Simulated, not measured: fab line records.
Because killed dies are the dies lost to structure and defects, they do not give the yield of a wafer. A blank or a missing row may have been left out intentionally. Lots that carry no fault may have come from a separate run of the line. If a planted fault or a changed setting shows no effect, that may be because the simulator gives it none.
Which tool did it? :: flow n5-finfet :: 7 lots with 19 wafers sampled at 8 steps, on a route of 1938 steps

WHAT THE GAUGES READ, wafer by wafer
N5_BEOL_M9_CD_MEAS_11: the cd target is 64.1 nm.
lot: L888
measured: day 11 05:35
on: cd-sem-03
cd-nm (nm): 64.2 63.1 63.7

lot: L892
measured: day 11 17:12
on: cd-sem-02
cd-nm (nm): 64.0 64.1 63.5

lot: L890
measured: day 12 08:34
on: cd-sem-01
cd-nm (nm): 65.4 64.5 64.5

lot: L901
measured: day 13 16:26
on: cd-sem-02
cd-nm (nm): 64.0 63.3

lot: L903
measured: day 14 13:46
on: cd-sem-01
cd-nm (nm): 64.3 64.4

lot: L906
measured: day 15 19:16
on: cd-sem-02
cd-nm (nm): 64.0 63.8 64.1

lot: L908
measured: day 15 23:46
on: cd-sem-03
cd-nm (nm): 63.8 63.5 64.5

N5_BEOL_M9_OCD_MEAS_38.
lot: L888
measured: day 11 09:41
on: ocd-01
trench-depth-nm (nm): 153 146 149

lot: L892
measured: day 11 20:00
on: ocd-01
trench-depth-nm (nm): 155 148 147

lot: L890
measured: day 12 12:40
on: ocd-01
trench-depth-nm (nm): 148 150 158

lot: L901
measured: day 13 17:51
on: ocd-01
trench-depth-nm (nm): 150 205

lot: L903
measured: day 14 19:55
on: ocd-01
trench-depth-nm (nm): 149 208

lot: L906
measured: day 16 00:37
on: ocd-01
trench-depth-nm (nm): 154 147 156

lot: L908
measured: day 16 05:17
on: ocd-01
trench-depth-nm (nm): 154 148 156

N5_BEOL_M9_THK_MEAS_53: measures by xrf.
lot: L888
measured: day 11 12:00
on: film-metro-02
M9_THK (nm): 141 137 140

lot: L892
measured: day 11 22:50
on: film-metro-02
M9_THK (nm): 144 137 134

lot: L890
measured: day 12 15:25
on: film-metro-01
M9_THK (nm): 137 138 146

lot: L901
measured: day 13 20:14
on: film-metro-02
M9_THK (nm): 142 199

lot: L903
measured: day 14 22:50
on: film-metro-01
M9_THK (nm): 139 197

lot: L906
measured: day 16 05:02
on: film-metro-02
M9_THK (nm): 146 140 148

lot: L908
measured: day 16 07:14
on: film-metro-01
M9_THK (nm): 144 137 147

N5_BEOL_M9_RS_MEAS_57: measures by four-point-probe.
lot: L888
measured: day 11 12:08
on: film-metro-02
M9_RS (ohm/sq): 0.150 0.156 0.151

lot: L892
measured: day 11 22:58
on: film-metro-01
M9_RS (ohm/sq): 0.147 0.157 0.160

lot: L890
measured: day 12 15:33
on: film-metro-01
M9_RS (ohm/sq): 0.156 0.154 0.144

lot: L901
measured: day 13 20:24
on: film-metro-02
M9_RS (ohm/sq): 0.151 0.106

lot: L903
measured: day 14 22:59
on: film-metro-01
M9_RS (ohm/sq): 0.153 0.105

lot: L906
measured: day 16 05:10
on: film-metro-02
M9_RS (ohm/sq): 0.146 0.153 0.144

lot: L908
measured: day 16 07:22
on: film-metro-01
M9_RS (ohm/sq): 0.147 0.157 0.145

N5_BEOL_M15_RC_MEAS_101.
lot: L888
measured: day 13 11:14
on: prober-01
COMB_M10 (S/m): 1.5e-11 1.5e-11 1.7e-11
COMB_M11 (S/m): 1.9e-11 1.43e-11 2.06e-11
COMB_M12 (S/m): 6.9e-12 7.5e-12 7.3e-12
COMB_M13 (S/m): 3.9e-12 5.1e-12 4.6e-12
COMB_M14 (S/m): 3.8e-12 3.1e-12 4e-12
COMB_M15 (S/m): 2.9e-12 3.7e-12 3.4e-12
COMB_M5 (S/m): 3.7e-11 4e-11 2.7e-11
COMB_M6 (S/m): 3.4e-11 3.1e-11 3e-11
COMB_M7 (S/m): 2.6e-11 3.6e-11 3.8e-11
COMB_M8 (S/m): 2.7e-11 3.7e-11 2.9e-11
SERP_M10 (ohm/um): 3.06 3.21 3.09
SERP_M11 (ohm/um): 3.24 3.18 3.22
SERP_M12 (ohm/um): 0.632 0.668 0.642
SERP_M13 (ohm/um): 0.314 0.316 0.309
SERP_M14 (ohm/um): 0.158 0.154 0.154
SERP_M5 (ohm/um): 37.0 39.6 39.2
SERP_M6 (ohm/um): 14.1 14.0 14.8
SERP_M7 (ohm/um): 13.7 13.4 12.9
SERP_M8 (ohm/um): 13.5 12.5 14.1
SERP_M9 (ohm/um): 3.07 3.25 3.10
SERP_M9_max_site (ohm/um): 3.17 3.41 3.19

lot: L892
measured: day 13 22:05
on: prober-02
COMB_M10 (S/m): 1.9e-11 2e-11 1.7e-11
COMB_M11 (S/m): 1.64e-11 1.72e-11 1.63e-11
COMB_M12 (S/m): 7.6e-12 6e-12 8.5e-12
COMB_M13 (S/m): 8.3e-12 5.7e-12 6.3e-12
COMB_M14 (S/m): 4.6e-12 4.8e-12 5.2e-12
COMB_M15 (S/m): 3.2e-12 3.9e-12 3.4e-12
COMB_M5 (S/m): 4e-11 3e-11 3.9e-11
COMB_M6 (S/m): 2.4e-11 3.1e-11 2.4e-11
COMB_M7 (S/m): 2.2e-11 2.2e-11 2.6e-11
COMB_M8 (S/m): 2.9e-11 3.1e-11 2.7e-11
SERP_M10 (ohm/um): 3.07 3.03 3.13
SERP_M11 (ohm/um): 3.06 3.11 3.09
SERP_M12 (ohm/um): 0.652 0.652 0.600
SERP_M13 (ohm/um): 0.311 0.308 0.313
SERP_M14 (ohm/um): 0.159 0.158 0.162
SERP_M5 (ohm/um): 38.6 39.9 35.6
SERP_M6 (ohm/um): 13.3 14.8 14.4
SERP_M7 (ohm/um): 13.4 13.2 14.7
SERP_M8 (ohm/um): 13.7 14.1 13.9
SERP_M9 (ohm/um): 3.01 3.18 3.26
SERP_M9_max_site (ohm/um): 3.15 3.30 3.39

lot: L890
measured: day 14 12:29
on: prober-02
COMB_M10 (S/m): 1.3e-11 1.7e-11 1.7e-11
COMB_M11 (S/m): 1.38e-11 1.09e-11 1.52e-11
COMB_M12 (S/m): 7.1e-12 7.7e-12 6e-12
COMB_M13 (S/m): 6.8e-12 4.9e-12 4.2e-12
COMB_M14 (S/m): 4.6e-12 3.6e-12 4.8e-12
COMB_M15 (S/m): 4.2e-12 2.8e-12 3.6e-12
COMB_M5 (S/m): 3.8e-11 3.1e-11 4e-11
COMB_M6 (S/m): 3.6e-11 2.5e-11 5e-11
COMB_M7 (S/m): 2.3e-11 3e-11 2.5e-11
COMB_M8 (S/m): 3.6e-11 2.7e-11 2e-11
SERP_M10 (ohm/um): 3.13 3.07 2.91
SERP_M11 (ohm/um): 3.12 3.13 3.19
SERP_M12 (ohm/um): 0.607 0.602 0.661
SERP_M13 (ohm/um): 0.319 0.328 0.314
SERP_M14 (ohm/um): 0.165 0.152 0.162
SERP_M5 (ohm/um): 39.4 39.7 44.7
SERP_M6 (ohm/um): 13.7 14.3 13.7
SERP_M7 (ohm/um): 13.6 14.7 13.6
SERP_M8 (ohm/um): 14.3 14.1 14.2
SERP_M9 (ohm/um): 3.06 3.05 2.88
SERP_M9_max_site (ohm/um): 3.17 3.09 2.98

lot: L901
measured: day 15 15:38
on: prober-01
COMB_M10 (S/m): 1.4e-11 1.6e-11
COMB_M11 (S/m): 1.67e-11 1.49e-11
COMB_M12 (S/m): 4.8e-12 6e-12
COMB_M13 (S/m): 7.4e-12 7.1e-12
COMB_M14 (S/m): 3.3e-12 4.2e-12
COMB_M15 (S/m): 3.1e-12 2.1e-12
COMB_M5 (S/m): 3.4e-11 5e-11
COMB_M6 (S/m): 2.7e-11 2.5e-11
COMB_M7 (S/m): 3e-11 3.2e-11
COMB_M8 (S/m): 2.3e-11 2.6e-11
SERP_M10 (ohm/um): 3.15 3.08
SERP_M11 (ohm/um): 3.09 2.94
SERP_M12 (ohm/um): 0.682 0.621
SERP_M13 (ohm/um): 0.319 0.320
SERP_M14 (ohm/um): 0.160 0.155
SERP_M5 (ohm/um): 36.5 39.6
SERP_M6 (ohm/um): 13.5 13.2
SERP_M7 (ohm/um): 14.4 14.3
SERP_M8 (ohm/um): 14.9 14.5
SERP_M9 (ohm/um): 3.08 2.18
SERP_M9_max_site (ohm/um): 3.15 2.23

lot: L903
measured: day 16 19:26
on: prober-02
COMB_M10 (S/m): 1.2e-11 1.3e-11
COMB_M11 (S/m): 2.01e-11 1.74e-11
COMB_M12 (S/m): 8.5e-12 8.8e-12
COMB_M13 (S/m): 5.3e-12 4.5e-12
COMB_M14 (S/m): 4.6e-12 4.4e-12
COMB_M15 (S/m): 4e-12 3e-12
COMB_M5 (S/m): 3.2e-11 3.6e-11
COMB_M6 (S/m): 3e-11 2.3e-11
COMB_M7 (S/m): 2.2e-11 2.5e-11
COMB_M8 (S/m): 2.4e-11 3.1e-11
SERP_M10 (ohm/um): 3.19 3.05
SERP_M11 (ohm/um): 3.16 3.04
SERP_M12 (ohm/um): 0.649 0.661
SERP_M13 (ohm/um): 0.323 0.310
SERP_M14 (ohm/um): 0.157 0.163
SERP_M5 (ohm/um): 40.3 38.0
SERP_M6 (ohm/um): 14.3 13.9
SERP_M7 (ohm/um): 14.8 14.4
SERP_M8 (ohm/um): 12.7 13.8
SERP_M9 (ohm/um): 3.15 2.12
SERP_M9_max_site (ohm/um): 3.22 2.16

lot: L906
measured: day 17 22:59
on: prober-01
COMB_M10 (S/m): 1.7e-11 1.3e-11 1.3e-11
COMB_M11 (S/m): 1.29e-11 8.5e-12 1.2e-11
COMB_M12 (S/m): 6.9e-12 5.9e-12 9.7e-12
COMB_M13 (S/m): 7.7e-12 7.9e-12 6.3e-12
COMB_M14 (S/m): 4.9e-12 4.2e-12 4.5e-12
COMB_M15 (S/m): 3.2e-12 3.1e-12 4.2e-12
COMB_M5 (S/m): 3.3e-11 3.1e-11 3e-11
COMB_M6 (S/m): 2.9e-11 2.3e-11 2.7e-11
COMB_M7 (S/m): 3.5e-11 3.2e-11 2.4e-11
COMB_M8 (S/m): 2.4e-11 2.9e-11 3e-11
SERP_M10 (ohm/um): 3.09 3.06 3.10
SERP_M11 (ohm/um): 3.07 3.20 3.09
SERP_M12 (ohm/um): 0.663 0.679 0.669
SERP_M13 (ohm/um): 0.325 0.320 0.319
SERP_M14 (ohm/um): 0.155 0.161 0.155
SERP_M5 (ohm/um): 34.9 39.6 36.0
SERP_M6 (ohm/um): 14.8 12.9 13.9
SERP_M7 (ohm/um): 13.9 14.2 13.6
SERP_M8 (ohm/um): 13.8 14.2 14.8
SERP_M9 (ohm/um): 3.03 3.13 2.89
SERP_M9_max_site (ohm/um): 3.10 3.20 2.94

lot: L908
measured: day 18 05:26
on: prober-02
COMB_M10 (S/m): 1.8e-11 1.7e-11 1.3e-11
COMB_M11 (S/m): 1.3e-11 1.8e-11 1.11e-11
COMB_M12 (S/m): 9.3e-12 9.7e-12 7.9e-12
COMB_M13 (S/m): 6.8e-12 5.7e-12 5.5e-12
COMB_M14 (S/m): 4.2e-12 4.9e-12 4.1e-12
COMB_M15 (S/m): 2.8e-12 3.2e-12 3.8e-12
COMB_M5 (S/m): 3.1e-11 3.1e-11 3.2e-11
COMB_M6 (S/m): 2.2e-11 3.5e-11 3.6e-11
COMB_M7 (S/m): 3.1e-11 2.3e-11 3.2e-11
COMB_M8 (S/m): 3.4e-11 2.8e-11 2.7e-11
SERP_M10 (ohm/um): 3.20 3.10 3.11
SERP_M11 (ohm/um): 2.92 3.14 3.00
SERP_M12 (ohm/um): 0.636 0.634 0.636
SERP_M13 (ohm/um): 0.298 0.313 0.309
SERP_M14 (ohm/um): 0.156 0.160 0.154
SERP_M5 (ohm/um): 40.3 39.9 43.6
SERP_M6 (ohm/um): 13.2 14.0 14.3
SERP_M7 (ohm/um): 14.0 14.4 13.5
SERP_M8 (ohm/um): 14.4 14.5 14.0
SERP_M9 (ohm/um): 2.96 3.21 2.92
SERP_M9_max_site (ohm/um): 3.00 3.33 3.02

TOOL THAT RAN EACH LOT (tool first, then ch and the chambers of the sampled wafers, then the start)
lot: L888
N5_BEOL_M9_STRIP_19: rie-diel-06 ch 0,1,2, day 11 06:04
N5_BEOL_M9_TRENCH_ETCH_37: rie-diel-04 ch 1,2,3, day 11 09:30
N5_BEOL_M9_PRE_CLEAN_45: pvd-sputter-03, day 11 10:34

lot: L892
N5_BEOL_M9_STRIP_19: rie-diel-06 ch 1,2,3, day 11 17:44
N5_BEOL_M9_TRENCH_ETCH_37: rie-diel-04 ch 0,1,2, day 11 19:49
N5_BEOL_M9_PRE_CLEAN_45: pvd-sputter-03, day 11 20:52

lot: L890
N5_BEOL_M9_STRIP_19: rie-diel-06 ch 0,1,3, day 12 09:02
N5_BEOL_M9_TRENCH_ETCH_37: rie-diel-04 ch 0,2,3, day 12 12:29
N5_BEOL_M9_PRE_CLEAN_45: pvd-sputter-03, day 12 13:16

lot: L901
N5_BEOL_M9_STRIP_19: rie-diel-04 ch 1, day 13 16:54
N5_BEOL_M9_TRENCH_ETCH_37: rie-diel-04 ch 1,3, day 13 17:41
N5_BEOL_M9_PRE_CLEAN_45: pvd-sputter-03, day 13 18:48

lot: L903
N5_BEOL_M9_STRIP_19: rie-diel-06 ch 2,3, day 14 14:19
N5_BEOL_M9_TRENCH_ETCH_37: rie-diel-04 ch 0, day 14 19:44
N5_BEOL_M9_PRE_CLEAN_45: pvd-sputter-02, day 14 20:55

lot: L906
N5_BEOL_M9_STRIP_19: rie-diel-06 ch 0,1,2, day 15 19:46
N5_BEOL_M9_TRENCH_ETCH_37: rie-diel-03 ch 0,2,3, day 16 00:26
N5_BEOL_M9_PRE_CLEAN_45: pvd-sputter-03, day 16 01:18

lot: L908
N5_BEOL_M9_STRIP_19: rie-diel-06 ch 0,1,2, day 16 00:17
N5_BEOL_M9_TRENCH_ETCH_37: rie-diel-03 ch 0,2,3, day 16 05:08
N5_BEOL_M9_PRE_CLEAN_45: pvd-sputter-01, day 16 05:51
- N5_BEOL_M9_STRIP_19: strips in O2.
- N5_BEOL_M9_TRENCH_ETCH_37: etches SiCOH lowk in C4F6/O2, target depth 151.43 nm, time 49 s.
- N5_BEOL_M9_PRE_CLEAN_45: time 30 s.

WHAT THE TOOLS THEMSELVES READ (means of the sampled wafers that have a number; where no wafer has one, the mark that the record gives instead)
N5_BEOL_M9_STRIP_19.
lot: L888
tool: rie-diel-06
drypump-motor-current-A (A): 5.4
oes-product-au (a.u.): 0.73
rf-vpp-V (V): 3.4
showerhead-plenum-p-Torr (Torr): 2.07
throttle-valve-pct (%): 16.85

lot: L892
tool: rie-diel-06
drypump-motor-current-A (A): 5.6
oes-product-au (a.u.): 0.73
rf-vpp-V (V): 3.1
showerhead-plenum-p-Torr (Torr): 2.04
throttle-valve-pct (%): 16.82

lot: L890
tool: rie-diel-06
drypump-motor-current-A (A): 5.6
oes-product-au (a.u.): 0.70
rf-vpp-V (V): 3.6
showerhead-plenum-p-Torr (Torr): 2.05
throttle-valve-pct (%): 16.98

lot: L901
tool: rie-diel-04
drypump-motor-current-A (A): 6.3
oes-product-au (a.u.): 0.71
rf-vpp-V (V): 4.0
showerhead-plenum-p-Torr (Torr): 2.16
throttle-valve-pct (%): 16.68

lot: L903
tool: rie-diel-06
drypump-motor-current-A (A): 5.8
oes-product-au (a.u.): 0.72
rf-vpp-V (V): 4.3
showerhead-plenum-p-Torr (Torr): 2.00
throttle-valve-pct (%): 16.86

lot: L906
tool: rie-diel-06
drypump-motor-current-A (A): 5.4
oes-product-au (a.u.): 0.71
rf-vpp-V (V): 4.0
showerhead-plenum-p-Torr (Torr): 2.06
throttle-valve-pct (%): 16.92

lot: L908
tool: rie-diel-06
drypump-motor-current-A (A): 5.4
oes-product-au (a.u.): 0.70
rf-vpp-V (V): 3.3
showerhead-plenum-p-Torr (Torr): 2.06
throttle-valve-pct (%): 16.91

N5_BEOL_M9_TRENCH_ETCH_37.
lot: L888
tool: rie-diel-04
drypump-motor-current-A (A): 6.0
oes-product-au (a.u.): 0.81
rf-vpp-V (V): 665
showerhead-plenum-p-Torr (Torr): 2.94
throttle-valve-pct (%): 21.07

lot: L892
tool: rie-diel-04
drypump-motor-current-A (A): 6.3
oes-product-au (a.u.): 0.84
rf-vpp-V (V): 672
showerhead-plenum-p-Torr (Torr): 2.91
throttle-valve-pct (%): 20.79

lot: L890
tool: rie-diel-04
drypump-motor-current-A (A): 5.9
oes-product-au (a.u.): 0.84
rf-vpp-V (V): 672
showerhead-plenum-p-Torr (Torr): 2.90
throttle-valve-pct (%): 20.87

lot: L901
tool: rie-diel-04
drypump-motor-current-A (A): 5.8
oes-product-au (a.u.): 0.80
rf-vpp-V (V): 664
showerhead-plenum-p-Torr (Torr): 2.96
throttle-valve-pct (%): 21.22

lot: L903
tool: rie-diel-04
drypump-motor-current-A (A): 6.1
oes-product-au (a.u.): 0.90
rf-vpp-V (V): 682
showerhead-plenum-p-Torr (Torr): 2.85
throttle-valve-pct (%): 20.50

lot: L906
tool: rie-diel-03
drypump-motor-current-A (A): 6.1
oes-product-au (a.u.): 0.84
rf-vpp-V (V): 669
showerhead-plenum-p-Torr (Torr): 2.85
throttle-valve-pct (%): 20.83

lot: L908
tool: rie-diel-03
drypump-motor-current-A (A): 6.1
oes-product-au (a.u.): 0.84
rf-vpp-V (V): 669
showerhead-plenum-p-Torr (Torr): 2.85
throttle-valve-pct (%): 20.83

N5_BEOL_M9_PRE_CLEAN_45.
lot: L888
tool: pvd-sputter-03
heater-power-w (W): 318

lot: L892
tool: pvd-sputter-03
heater-power-w (W): 343

lot: L890
tool: pvd-sputter-03
heater-power-w (W): 319

lot: L901
tool: pvd-sputter-03
heater-power-w (W): 304

lot: L903
tool: pvd-sputter-02
heater-power-w (W): 322

lot: L906
tool: pvd-sputter-03
heater-power-w (W): 315

lot: L908
tool: pvd-sputter-01
heater-power-w (W): 388

THE ANSWER, worked out from the rows above alone
Rule: the lots themselves supply what counts as usual. Put in order of their means at a reading, lots are off if they are a third of the lots or fewer, leave a main group of 4 or more, and stand apart from it by a gap of 3 or more times the standard deviation of the main group's means; of several such gaps the widest counts. A main group whose means are all the same, to the digits that the tables above print for the reading, isn't used. A lot without any number at a reading at which 4 lots or more have one is off too. All remaining lots with rows at the step are treated as sound. The gauges are gone through in route order, then the tools' own readings, and for those a lot's mean is taken as printed above. At the first step where some lot is off, the reading lying furthest off is the one used; lots without a number count as furthest.
Off: L901, L903 (N5_BEOL_M9_OCD_MEAS_38, trench-depth-nm). For the main group the mean is 151 nm and the standard deviation 1.3.
If a tool, at a process step before that reading, ran all the lots that are off and no sound lot after the first of them, it fits. The gauges at N5_BEOL_M9_OCD_MEAS_38 aren't tried: what is off there is off at N5_BEOL_M9_THK_MEAS_53 too, on other tools, and a gauge's error can't cause that. One candidate fits, namely rie-diel-04 at N5_BEOL_M9_TRENCH_ETCH_37. Its last sound lot is L890 (day 12 12:29), its first lot that is off L901 (day 13 17:41): a fault that began between those two fits.

WHAT WAS PUT IN BY THE SIMULATOR
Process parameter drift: rie-diel-04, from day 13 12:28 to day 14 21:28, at N5_BEOL_M9_TRENCH_ETCH_37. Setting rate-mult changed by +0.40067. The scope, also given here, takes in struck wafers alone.
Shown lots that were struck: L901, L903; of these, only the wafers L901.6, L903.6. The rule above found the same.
